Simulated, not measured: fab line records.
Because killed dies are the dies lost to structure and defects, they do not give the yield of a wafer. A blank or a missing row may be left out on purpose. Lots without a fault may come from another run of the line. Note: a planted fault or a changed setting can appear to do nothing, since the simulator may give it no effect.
Which tool was responsible? / flow n5-finfet / 6 lots with 18 wafers sampled at 3 steps, on a route of 1938 steps

## WHAT THE GAUGES READ, wafer by wafer
N5_PASSIVATION_OVL_MEAS_63.
lot=L909; measured=day 11 22:44; on=overlay-01; PAD_OVL (nm)=0 -2 2
lot=L911; measured=day 13 02:23; on=overlay-02; PAD_OVL (nm)=5 -3 -3
lot=L913; measured=day 12 21:12; on=overlay-01; PAD_OVL (nm)=-2 10 5
lot=L921; measured=day 15 13:28; on=overlay-02; PAD_OVL (nm)=3 -7 -9
lot=L925; measured=day 16 21:47; on=overlay-01; PAD_OVL (nm)=1 0 6
lot=L928; measured=day 17 17:30; on=overlay-02; PAD_OVL (nm)=1 2 -1

## TOOL THAT RAN EACH LOT (tool first, then ch and the chambers of the sampled wafers, then the start)
lot=L909; N5_BEOL_M0_PRE_CLEAN_113=pvd-sputter-01, day 6 02:02; N5_MIM_TOP_SPUTTER_03=pvd-sputter-01, day 11 17:10
lot=L911; N5_BEOL_M0_PRE_CLEAN_113=pvd-sputter-02, day 6 12:26; N5_MIM_TOP_SPUTTER_03=pvd-sputter-03, day 12 19:46
lot=L913; N5_BEOL_M0_PRE_CLEAN_113=pvd-sputter-03, day 7 01:45; N5_MIM_TOP_SPUTTER_03=pvd-sputter-01, day 12 16:54
lot=L921; N5_BEOL_M0_PRE_CLEAN_113=pvd-sputter-03, day 9 04:08; N5_MIM_TOP_SPUTTER_03=pvd-sputter-02, day 15 06:52
lot=L925; N5_BEOL_M0_PRE_CLEAN_113=pvd-sputter-01, day 10 02:34; N5_MIM_TOP_SPUTTER_03=pvd-sputter-02, day 16 14:38
lot=L928; N5_BEOL_M0_PRE_CLEAN_113=pvd-sputter-01, day 10 21:22; N5_MIM_TOP_SPUTTER_03=pvd-sputter-01, day 17 09:46
- N5_BEOL_M0_PRE_CLEAN_113: time 30 s.
- N5_MIM_TOP_SPUTTER_03: material TiN, target thk 35 nm, time 89.7 s.

## THE ANSWER, worked out from the rows above alone
Rule: what is usual is taken from the lots themselves. The widest of any qualifying gaps counts: lots, ordered by their means at a reading, are off when they make up no more than a third of the lots, leave a main group of 4 or more, and stand apart from it by 3 or more times the standard deviation of that group's means. A main group whose means are all the same, to the digits that the tables above print for the reading, isn't used. A lot without any number at a reading at which 4 lots or more have one is off too. Where the step has rows for the other lots, those lots are counted as sound.
No lot is off at any reading shown: from this, nothing can be told.

## WHAT THE SIMULATOR PUT IN
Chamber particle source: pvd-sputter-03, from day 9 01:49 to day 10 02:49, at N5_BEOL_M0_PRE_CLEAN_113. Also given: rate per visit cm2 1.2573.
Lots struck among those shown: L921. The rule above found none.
